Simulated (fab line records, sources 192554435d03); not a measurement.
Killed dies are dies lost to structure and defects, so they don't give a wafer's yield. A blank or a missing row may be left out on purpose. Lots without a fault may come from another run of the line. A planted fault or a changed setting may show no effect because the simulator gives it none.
One fault seen from 3 desks | flow n5_finfet | each desk has only its own numbers; what lay behind them comes last

THE DEFECT DESK
What the inspections along the route counted, lot by lot: means of the sampled wafers that have a number. A lot is out of limits, marked OUT, if its mean lies more than 4 standard deviations from the usual mean; the brackets give that distance.
Columns: A = raw_defect_count at N5_PMOS_HMC_CHANNEL_EPI_INSPECT_11, usual 2.1
lot  | first seen here | A
L172 | day 1 17:11     | 2.7
L174 | day 2 05:02     | 3.3
L177 | day 2 23:41     | 2.0
L178 | day 3 05:16     | 2.0
L186 | day 5 05:31     | 2.3
L188 | day 5 17:41     | 1.5
L190 | day 6 06:08     | 1.7
L191 | day 6 11:58     | 2.0
L192 | day 6 18:14     | 1.0
L194 | day 7 06:17     | 2.7
This desk's finding: nothing out of limits on any of the 10 lots.

THE TOOL OWNER'S DESK: ald_sin-02
The tool's own readings at N5_FIN_SAQP_ALD_61 (deposits SiO2, target thk 4 nm, pulse time 1 s, purge time 2 s): means of the sampled wafers that have a number, for each lot that ran on this tool. A lot is out of limits, marked OUT, if its mean lies more than 4 standard deviations from the usual mean; the brackets give that distance.
Columns: A = heater_power_w at N5_FIN_SAQP_ALD_61, usual 465 W; B = precursor_pulse_height_rel at N5_FIN_SAQP_ALD_61, usual 1.001; C = susceptor_temp_C at N5_FIN_SAQP_ALD_61, usual 300.01 C
lot  | first seen here | A   | B     | C
L178 | day 3 08:10     | 447 | 0.980 | 299.91
L186 | day 5 08:28     | 446 | 0.987 | 299.97
L188 | day 5 21:08     | 438 | 0.991 | 299.96
This desk's finding: nothing out of limits on any of the 3 lots.

THE METROLOGY DESK
What the gauges read, lot by lot, whatever tool the lot ran on: means of the sampled wafers that have a number. A lot is out of limits, marked OUT, if its mean lies more than 4 standard deviations from the usual mean; the brackets give that distance. Of its 11 readings 7 are shown: those that lie furthest out on some lot.
Columns: A = PMOS_HMC_BLK_OVL at N5_PMOS_HMC_CHANNEL_EPI_OVL_MEAS_10, usual 0.2 nm; B = DIBL_P at N5_BEOL_M4_RC_MEAS_101, usual 36.2 mV/V; C = IOFF_N at N5_BEOL_M4_RC_MEAS_101, usual 0.154 nA/um; D = IOFF_P at N5_BEOL_M4_RC_MEAS_101, usual 0.21 nA/um; E = SS_N at N5_BEOL_M4_RC_MEAS_101, usual 71.4 mV/dec; F = VT_N at N5_BEOL_M4_RC_MEAS_101, usual 250.2 mV; G = VT_P at N5_BEOL_M4_RC_MEAS_101, usual -251 mV
lot  | first seen here | A    | B    | C     | D    | E    | F     | G
L172 | day 1 17:10     | 1.0  | 35.5 | 0.156 | 0.26 | 71.0 | 250.7 | -243
L174 | day 2 05:01     | 0.5  | 37.6 | 0.175 | 0.23 | 71.9 | 247.9 | -251
L177 | day 2 23:40     | -0.2 | 38.7 | 0.164 | 0.20 | 71.4 | 249.9 | -251
L178 | day 3 05:15     | -0.1 | 36.2 | 0.145 | 0.19 | 71.3 | 250.2 | -251
L186 | day 5 05:29     | -0.0 | 36.2 | 0.152 | 0.20 | 71.1 | 248.0 | -249
L188 | day 5 17:40     | -0.3 | 35.0 | 0.144 | 0.18 | 71.0 | 252.2 | -254
L190 | day 6 06:07     | -1.0 | 37.4 | 0.191 | 0.24 | 71.9 | 248.1 | -248
L191 | day 6 11:56     | 0.3  | 33.5 | 0.128 | 0.19 | 70.7 | 255.1 | -252
L192 | day 6 18:13     | -0.8 | 37.1 | 0.174 | 0.20 | 71.4 | 247.9 | -250
L194 | day 7 06:15     | 0.4  | 35.9 | 0.165 | 0.24 | 71.4 | 249.6 | -246
This desk's finding: nothing out of limits on any of the 10 lots.

PUT TOGETHER
The defect desk saw nothing out of limits.
The tool owner's desk saw nothing out of limits.
The metrology desk saw nothing out of limits.

WHAT THE SIMULATOR HAD PUT IN
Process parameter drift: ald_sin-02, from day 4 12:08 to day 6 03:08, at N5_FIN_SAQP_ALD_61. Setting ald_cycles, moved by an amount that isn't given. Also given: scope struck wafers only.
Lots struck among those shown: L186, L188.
